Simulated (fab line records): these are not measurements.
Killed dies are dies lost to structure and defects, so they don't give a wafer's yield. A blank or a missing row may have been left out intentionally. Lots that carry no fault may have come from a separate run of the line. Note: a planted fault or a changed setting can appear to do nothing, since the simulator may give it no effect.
Chamber matching    flow n5 finfet    N5_MOL_CONTACT_COAG_ETCH_48 on rie diel-03: 3 sister chambers
The step etches SiOC in C4F6/O2, target depth 15 nm, overetch 4.5 nm, time 17 s. 3 wafers are shown with their chamber, then 7 later ones without.

WAFERS, EACH WITH ITS CHAMBER
wafer   chamber  throttle valve pct (%)
L089.5  0        40.8
L089.6  2        41.3
L088.1  1        40.5

WAFERS WITH NO CHAMBER GIVEN
wafer   throttle valve pct (%)
L088.3  41.3
L088.5  41.3
L090.2  40.8
L092.1  39.7
L092.2  40.8
L093.5  39.7
L093.6  40.8

WHICH CHAMBER EACH ONE RAN IN
wafer   from the rows above           in truth
L088.3  can't be placed: 2 or 0 or 1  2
L088.5  can't be placed: 2 or 0 or 1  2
L090.2  can't be placed: 0 or 1 or 2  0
L092.1  can't be placed: 1 or 0 or 2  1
L092.2  can't be placed: 0 or 1 or 2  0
L093.5  can't be placed: 1 or 0 or 2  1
L093.6  can't be placed: 0 or 1 or 2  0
Placed correctly: 0 of 7. From these rows, 7 cannot be placed; in 7 the true chamber is one of the candidates. Wrongly placed: 0.
How it was worked out, from the rows above alone: a wafer's distance from a chamber is the root of the sum, over the readings, of the square of ((its reading less the chamber's mean) divided by the reading's scatter). If the next closest chamber is less than 2 further off than the closest, the wafer can't be placed; otherwise it belongs to the closest. The mean given for a chamber averages the wafers shown for that chamber. The scatter (one wafer shown for each chamber): square how far every hidden wafer sits from the nearest shown wafer, average those squares and take the square root.
